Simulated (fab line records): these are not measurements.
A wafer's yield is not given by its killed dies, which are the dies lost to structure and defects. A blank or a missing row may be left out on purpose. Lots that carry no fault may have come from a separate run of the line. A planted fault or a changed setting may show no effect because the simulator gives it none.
Matching of chambers ; flow n5Finfet ; rieDiel-03 running N5_BEOL_M13_DESCUM_15: 4 sister chambers
The step chemistry O2, time 7.9 s. 8 wafers are shown with their chamber, then 11 later ones without.

WAFERS, EACH WITH ITS CHAMBER
wafer;chamber;showerheadPlenumPTorr (Torr);drypumpMotorCurrentA (A)
L075.4;2;2.09;6.05
L075.6;2;2.09;6.04
L084.3;3;2.16;5.81
L084.6;1;2.05;5.49
L085.1;1;2.04;5.45
L085.3;0;2.00;5.72
L085.6;0;2.00;5.71
L090.2;3;2.15;5.82

WAFERS WITHOUT THEIR CHAMBER
wafer;showerheadPlenumPTorr (Torr);drypumpMotorCurrentA (A)
L090.5;2.08;6.04
L090.6;2.15;5.85
L094.1;1.99;5.71
L094.3;2.15;5.81
L094.5;2.15;5.83
L097.1;1.99;5.71
L097.2;2.07;6.03
L097.6;2.15;5.85
L096.3;2.15;5.83
L096.5;2.15;5.83
L096.6;1.99;5.72

THE CHAMBER EACH PASSED THROUGH
wafer;from the rows above;in truth
L090.5;2;2
L090.6;3;3
L094.1;0;0
L094.3;3;3
L094.5;3;3
L097.1;0;0
L097.2;2;2
L097.6;3;3
L096.3;3;3
L096.5;3;3
L096.6;0;0
Correctly placed: 11 of 11. Not placeable from these rows: 0. Wrongly placed: 0.
How it was worked out, from the rows above alone: a wafer's distance from a chamber is the root of the sum, over the readings, of the square of ((its reading less the chamber's mean) divided by the reading's scatter). The wafer belongs to the nearest chamber; if the next one is less than 2 further off, it can't be placed. The mean given for a chamber averages the wafers shown for that chamber. The scatter: take each reading less its chamber's mean, square it, sum over the shown wafers, divide by the number of wafers less the number of chambers, and take the root.
